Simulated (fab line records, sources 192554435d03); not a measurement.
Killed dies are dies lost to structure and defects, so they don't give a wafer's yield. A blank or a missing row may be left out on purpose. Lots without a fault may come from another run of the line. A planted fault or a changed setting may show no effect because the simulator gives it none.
Which tool did it? | flow n5_finfet | 11 lots, 29 wafers sampled, at 5 steps of a route of 1938

WHAT THE GAUGES READ, wafer by wafer
N5_BEOL_M4_RC_MEAS_101.
lot  | measured     | on        | DIBL_N (mV/V)  | DIBL_P (mV/V)  | IOFF_N (nA/um)    | IOFF_P (nA/um)    | ION_N (uA/um) | ION_P (uA/um) | SS_N (mV/dec)  | SS_P (mV/dec)  | VT_N (mV)         | VT_P (mV)
L662 | day 8 10:31  | prober-02 | 35.8 33.5 35.1 | 34.8 32.8 34.3 | 0.133 0.108 0.125 | 0.179 0.158 0.183 | 674 656 656   | 456 457 458   | 71.3 70.9 70.8 | 73.2 72.7 72.8 | 250.0 252.9 252.4 | -252.9 -253.1 -253.5
L661 | day 8 10:38  | prober-01 | 36.1 33.8 35.9 | 36.1 33.9 36.0 | 0.164 0.140 0.167 | 0.235 0.190 0.228 | 669 677 660   | 464 470 462   | 71.8 71.4 72.2 | 73.6 72.2 74.4 | 247.7 251.1 247.7 | -247.4 -251.2 -248.1
L667 | day 9 18:01  | prober-02 | 35.4 35.7      | 36.7 37.3      | 0.134 0.146       | 0.196 0.216       | 662 665       | 460 460       | 72.2 72.3      | 73.0 74.0      | 256.6 252.0       | -255.0 -251.0
L668 | day 10 01:25 | prober-01 | 34.8           | 36.4           | 0.145             | 0.204             | 672           | 460           | 72.3           | 73.4           | 253.2             | -250.8
L669 | day 10 13:05 | prober-01 | 36.6 36.1      | 35.4 35.1      | 0.160 0.150       | 0.233 0.229       | 665 661       | 464 458       | 71.9 71.8      | 73.5 73.0      | 251.0 251.0       | -246.4 -246.5
L673 | day 11 03:08 | prober-01 | 35.9 34.9 35.9 | 37.0 35.6 36.9 | 0.148 0.132 0.158 | 0.195 0.174 0.200 | 679 663 666   | 457 454 458   | 71.0 71.6 71.6 | 73.3 73.0 72.6 | 252.3 253.1 249.4 | -253.9 -255.1 -254.0
L674 | day 11 18:53 | prober-01 | 38.2 37.7 37.7 | 39.6 37.5 37.5 | 0.180 0.155 0.155 | 0.242 0.213 0.211 | 678 652 671   | 470 453 462   | 72.0 71.7 71.6 | 74.5 73.4 73.2 | 245.3 250.9 251.0 | -247.1 -250.8 -250.8
L677 | day 12 11:24 | prober-02 | 35.6 33.3 33.7 | 35.1 32.7 32.5 | 0.142 0.114 0.117 | 0.207 0.181 0.172 | 659 660 648   | 455 466 452   | 71.8 70.9 70.8 | 73.5 72.4 73.6 | 252.9 251.8 254.7 | -249.4 -251.1 -251.4
L678 | day 12 23:12 | prober-01 | 36.0 36.7 34.5 | 35.6 35.8 33.8 | 0.143 0.140 0.109 | 0.190 0.191 0.170 | 676 659 665   | 461 459 461   | 70.2 70.9 69.9 | 73.1 72.4 72.4 | 248.3 250.8 254.4 | -249.5 -251.7 -251.5
L681 | day 13 21:12 | prober-01 | 35.9 35.2 35.2 | 35.9 35.6 35.6 | 0.162 0.155 0.155 | 0.202 0.196 0.192 | 665 680 687   | 453 465 464   | 71.4 71.6 70.9 | 73.7 74.0 74.0 | 252.5 249.2 250.3 | -249.9 -249.9 -248.8
L682 | day 13 22:56 | prober-02 | 36.5 36.8 36.4 | 37.6 37.6 38.0 | 0.158 0.148 0.161 | 0.223 0.227 0.230 | 681 655 679   | 473 462 478   | 71.0 71.7 71.5 | 73.7 73.4 73.2 | 249.6 254.4 250.5 | -246.7 -250.3 -249.6

N5_PASSIVATION_OVL_MEAS_66.
lot  | measured     | on         | PASS_OPEN_OVL (nm)
L662 | day 12 20:37 | overlay-01 | -1 -13 -8
L661 | day 12 19:50 | overlay-01 | -5 -2 -8
L667 | day 13 17:32 | overlay-02 | -4
L668 | day 14 04:50 | overlay-01 | -4
L669 | day 14 20:41 | overlay-01 | 0
L673 | day 15 05:34 | overlay-01 | 8 7 12
L674 | day 15 12:11 | overlay-02 | 4 -10 -5
L677 | day 16 08:37 | overlay-01 | 0 5 -1
L678 | day 16 19:31 | overlay-02 | 0 -8 -5
L681 | day 17 22:55 | overlay-01 | 9 7 8
L682 | day 18 01:46 | overlay-02 | -5 7 2

WHICH TOOL RAN EACH LOT (tool, then ch and the chambers of the sampled wafers, then the start)
lot  | N5_MIM_TOP_ETCH_PECVD_03        | N5_PASSIVATION_DEGAS_18      | N5_PASSIVATION_DESCUM_32
L662 | pecvd-02 ch 0,1,2, day 12 11:23 | pvd_sputter-02, day 12 17:46 | rie_diel-05 ch 2,3, day 12 18:48
L661 | pecvd-03 ch 1,2, day 12 12:40   | pvd_sputter-02, day 12 17:14 | rie_diel-04 ch 2,3, day 12 18:00
L667 | pecvd-04 ch 2, day 13 10:43     | pvd_sputter-02, day 13 14:59 | rie_diel-05 ch 0, day 13 15:44
L668 | pecvd-04 ch 2, day 13 21:25     | pvd_sputter-03, day 14 02:25 | rie_diel-02 ch 1, day 14 03:09
L669 | pecvd-04 ch 0,1, day 14 13:23   | pvd_sputter-03, day 14 18:10 | rie_diel-04 ch 3, day 14 19:01
L673 | pecvd-02 ch 0,2, day 14 23:36   | pvd_sputter-01, day 15 02:24 | rie_diel-05 ch 1,2,3, day 15 03:41
L674 | pecvd-03 ch 0,1,2, day 15 06:18 | pvd_sputter-01, day 15 09:46 | rie_diel-04 ch 0,3, day 15 10:30
L677 | pecvd-02 ch 1,2, day 16 02:15   | pvd_sputter-02, day 16 05:28 | rie_diel-05 ch 1,2, day 16 06:19
L678 | pecvd-02 ch 1,2, day 16 13:20   | pvd_sputter-03, day 16 16:50 | rie_diel-04 ch 1,2,3, day 16 17:43
L681 | pecvd-04 ch 0,2, day 17 14:27   | pvd_sputter-03, day 17 19:20 | rie_diel-04 ch 0,2, day 17 21:00
L682 | pecvd-02 ch 0,1,2, day 17 16:41 | pvd_sputter-03, day 17 22:37 | rie_diel-02 ch 0,1,2, day 17 23:56
- N5_MIM_TOP_ETCH_PECVD_03: deposits SiNx from SiH4/NH3/N2, target thk 20 nm, time 17.6 s.
- N5_PASSIVATION_DEGAS_18: time 60 s.
- N5_PASSIVATION_DESCUM_32: chemistry O2, time 7.9 s.

WHAT THE TOOLS THEMSELVES READ (means of the sampled wafers that have a number; where no wafer has one, the mark that the record gives instead)
N5_MIM_TOP_ETCH_PECVD_03.
lot  | tool     | heater_power_w (W) | showerhead_plenum_p_Torr (Torr) | throttle_valve_pct (%)
L662 | pecvd-02 | 656                | 5.18                            | 41
L661 | pecvd-03 | 909                | 5.15                            | 39
L667 | pecvd-04 | 873                | 5.13                            | 37
L668 | pecvd-04 | 766                | 5.13                            | 37
L669 | pecvd-04 | 788                | 5.20                            | 42
L673 | pecvd-02 | 729                | 5.22                            | 38
L674 | pecvd-03 | 802                | 5.15                            | 41
L677 | pecvd-02 | 565                | 5.20                            | 40
L678 | pecvd-02 | 543                | 5.17                            | 43
L681 | pecvd-04 | 833                | 5.19                            | 40
L682 | pecvd-02 | 686                | 5.19                            | 41

N5_PASSIVATION_DEGAS_18.
lot  | tool           | heater_power_w (W)
L662 | pvd_sputter-02 | 530
L661 | pvd_sputter-02 | 529
L667 | pvd_sputter-02 | 529
L668 | pvd_sputter-03 | 546
L669 | pvd_sputter-03 | 496
L673 | pvd_sputter-01 | 529
L674 | pvd_sputter-01 | 495
L677 | pvd_sputter-02 | 515
L678 | pvd_sputter-03 | 477
L681 | pvd_sputter-03 | 461
L682 | pvd_sputter-03 | 497

N5_PASSIVATION_DESCUM_32.
lot  | tool        | bias_power_w (W) | drypump_motor_current_A (A) | oes_product_au (a.u.) | rf_vpp_V (V) | showerhead_plenum_p_Torr (Torr) | temp_c (C) | throttle_valve_pct (%)
L662 | rie_diel-05 | 19.98            | 5.7                         | 0.86                  | 243.1        | 2.04                            | 40.01      | 20.37
L661 | rie_diel-04 | 20.01            | 5.3                         | 0.82                  | 243.0        | 2.11                            | 39.90      | 20.37
L667 | rie_diel-05 | 19.92            | 5.7                         | 0.74                  | 243.6        | 2.16                            | 40.04      | 20.49
L668 | rie_diel-02 | 20.03            | 6.0                         | 0.69                  | 241.0        | 1.97                            | 40.08      | 20.53
L669 | rie_diel-04 | 19.92            | 5.0                         | 0.78                  | 243.2        | 2.11                            | 39.98      | 20.52
L673 | rie_diel-05 | 20.05            | 5.8                         | 0.80                  | 242.7        | 2.06                            | 40.05      | 20.35
L674 | rie_diel-04 | 20.09            | 5.0                         | 0.83                  | 244.2        | 2.14                            | 40.06      | 20.43
L677 | rie_diel-05 | 19.99            | 5.8                         | 0.81                  | 242.1        | 2.06                            | 40.11      | 20.24
L678 | rie_diel-04 | 19.95            | 5.6                         | 0.78                  | 242.4        | 2.07                            | 40.05      | 20.46
L681 | rie_diel-04 | 20.04            | 5.3                         | 0.84                  | 244.9        | 2.18                            | 40.07      | 20.20
L682 | rie_diel-02 | 19.99            | 6.1                         | 0.87                  | 245.0        | 2.21                            | 39.89      | 20.25

THE ANSWER, worked out from the rows above alone
Rule: what is usual is taken from the lots themselves. Put in order of their means at a reading, lots are off if they are a third of the lots or fewer, leave a main group of 4 or more, and stand apart from it by a gap of 3 or more times the standard deviation of the main group's means; of several such gaps the widest counts. A main group whose means are all the same, to the digits that the tables above print for the reading, isn't used. A lot without any number at a reading at which 4 lots or more have one is off too. The other lots that the step has rows for count as sound. The gauges are gone through in route order, then the tools' own readings, and for those a lot's mean is taken as printed above. The first step at which some lot is off is used, and at that step the reading that is off furthest; a lot without a number counts as furthest.
No lot is off at any reading shown: from this, nothing can be told.

WHAT THE SIMULATOR HAD PUT IN
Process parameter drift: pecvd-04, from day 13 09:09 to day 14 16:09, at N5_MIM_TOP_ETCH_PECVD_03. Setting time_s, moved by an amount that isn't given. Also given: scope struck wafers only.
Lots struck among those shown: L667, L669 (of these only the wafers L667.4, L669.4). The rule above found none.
